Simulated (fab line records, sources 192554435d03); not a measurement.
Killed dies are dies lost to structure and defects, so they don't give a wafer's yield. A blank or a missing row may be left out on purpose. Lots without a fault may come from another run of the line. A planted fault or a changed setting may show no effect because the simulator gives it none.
Chamber matching | flow n5_finfet | N5_MOL_CONTACT_COAG_ALD_131 on ald_sin-01: 4 sister chambers
The step deposits SiO2, target thk 5 nm, pulse time 1 s, co reactant pulse time 1 s. 33 wafers are shown with their chamber, then 12 later ones without.

WAFERS WITH THEIR CHAMBER
wafer  | chamber | heater_power_w (W) | precursor_pulse_height_rel
L074.1 | 0       | 76                 | 1.017
L074.2 | 3       | 83                 | 1.026
L074.3 | 1       | 70                 | 0.973
L074.4 | 1       | 70                 | 1.014
L074.5 | 0       | 74                 | 1.007
L074.6 | 3       | 83                 | 1.014
L077.1 | 0       | 75                 | 1.026
L077.4 | 1       | 68                 | 0.997
L077.5 | 0       | 76                 | 0.997
L079.1 | 3       | 86                 | 1.030
L079.2 | 2       | 98                 | 0.983
L079.3 | 1       | 67                 | 0.963
L079.4 | 0       | 75                 | 0.984
L079.5 | 3       | 86                 | 0.982
L079.6 | 0       | 73                 | 1.000
L080.2 | 0       | 75                 | 1.046
L080.3 | 3       | 88                 | 0.990
L080.6 | 3       | 85                 | 1.036
L081.1 | 1       | 69                 | 1.010
L081.4 | 0       | 75                 | 1.020
L081.5 | 0       | 75                 | 1.019
L083.1 | 2       | 99                 | 1.032
L083.2 | 1       | 70                 | 1.007
L083.3 | 3       | 85                 | 0.979
L083.4 | 0       | 75                 | 1.055
L083.5 | 2       | 100                | 1.036
L083.6 | 1       | 70                 | 1.049
L086.1 | 0       | 78                 | 0.999
L086.2 | 1       | 68                 | 0.979
L086.3 | 2       | 98                 | 0.987
L086.4 | 3       | 85                 | 1.001
L086.5 | 2       | 99                 | 0.989
L086.6 | 3       | 84                 | 0.996

SIGNATURES (means of the wafers above)
reading                    | chamber 0 | chamber 1 | chamber 2 | chamber 3 | scatter within a chamber
heater_power_w             | 75.18     | 69.00     | 98.80     | 85.00     | 1.29
precursor_pulse_height_rel | 1.01545   | 0.99900   | 1.00540   | 1.00600   | 0.0236
Rule: a wafer's distance from a chamber is the root of the sum, over the readings, of the square of ((its reading less the chamber's mean) divided by the reading's scatter). The wafer belongs to the nearest chamber; if the next one is less than 2 further off, it can't be placed. The scatter: the root of (the sum of the squares of (reading less its chamber's mean) over the shown wafers, divided by (wafers less chambers)).

WAFERS WITHOUT THEIR CHAMBER
wafer  | heater_power_w (W) | precursor_pulse_height_rel
L087.4 | 86                 | 0.994
L087.5 | 99                 | 1.001
L087.6 | 89                 | 0.997
L092.2 | 77                 | 1.012
L092.4 | 99                 | 1.018
L092.5 | 77                 | 1.016
L094.2 | 78                 | 1.002
L094.4 | 86                 | 1.013
L094.5 | 87                 | 0.988
L096.2 | 87                 | 1.005
L096.4 | 76                 | 0.973
L096.6 | 75                 | 1.020

WHICH CHAMBER EACH WENT THROUGH
wafer  | from the rows above | in truth
L087.4 | 3                   | 3
L087.5 | 2                   | 2
L087.6 | 3                   | 3
L092.2 | 0                   | 0
L092.4 | 2                   | 2
L092.5 | 0                   | 0
L094.2 | 0                   | 0
L094.4 | 3                   | 3
L094.5 | 3                   | 3
L096.2 | 3                   | 3
L096.4 | 0                   | 0
L096.6 | 0                   | 0
Placed correctly: 12 of 12. Can't be placed from these rows: 0. Placed wrongly: 0.
